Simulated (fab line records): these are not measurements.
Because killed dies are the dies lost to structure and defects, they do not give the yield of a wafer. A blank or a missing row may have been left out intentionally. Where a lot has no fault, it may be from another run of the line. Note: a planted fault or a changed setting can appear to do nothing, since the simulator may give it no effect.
Matching of chambers	flow nandHarc	NHARC_P_M2_PRE_CLEAN_32 on pecvd-02: 3 sister chambers
The step time 12 s. 3 wafers are shown with their chamber, then 11 later ones without.

EACH WAFER AND ITS CHAMBER
wafer	chamber	heaterPowerW (W)
L087.2	0	616
L087.5	1	615
L088.1	2	627

WAFERS WITH NO CHAMBER GIVEN
wafer	heaterPowerW (W)
L088.5	643
L088.6	641
L091.1	554
L091.3	648
L091.4	532
L093.2	536
L093.3	564
L093.4	542
L096.4	558
L096.5	662
L096.6	637

THE CHAMBER EACH PASSED THROUGH
wafer	from the rows above	in truth
L088.5	can't be placed: 2 or 0 or 1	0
L088.6	can't be placed: 2 or 0 or 1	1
L091.1	can't be placed: 1 or 0 or 2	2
L091.3	can't be placed: 2 or 0 or 1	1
L091.4	can't be placed: 1 or 0 or 2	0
L093.2	can't be placed: 1 or 0 or 2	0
L093.3	can't be placed: 1 or 0 or 2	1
L093.4	can't be placed: 1 or 0 or 2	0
L096.4	can't be placed: 1 or 0 or 2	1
L096.5	can't be placed: 2 or 0 or 1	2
L096.6	can't be placed: 2 or 0 or 1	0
Placed correctly: 0 of 11. Can't be placed from these rows: 11 (the true chamber is among the candidates in 11). 0 placed wrongly.
How it was worked out, from the rows above alone: a wafer's distance from a chamber is the root of the sum, over the readings, of the square of ((its reading less the chamber's mean) divided by the reading's scatter). The wafer belongs to the nearest chamber; if the next one is less than 2 further off, it can't be placed. The mean given for a chamber averages the wafers shown for that chamber. The scatter: with one shown wafer a chamber, the root of the mean of the squares of how far each hidden wafer lies from its nearest shown one.
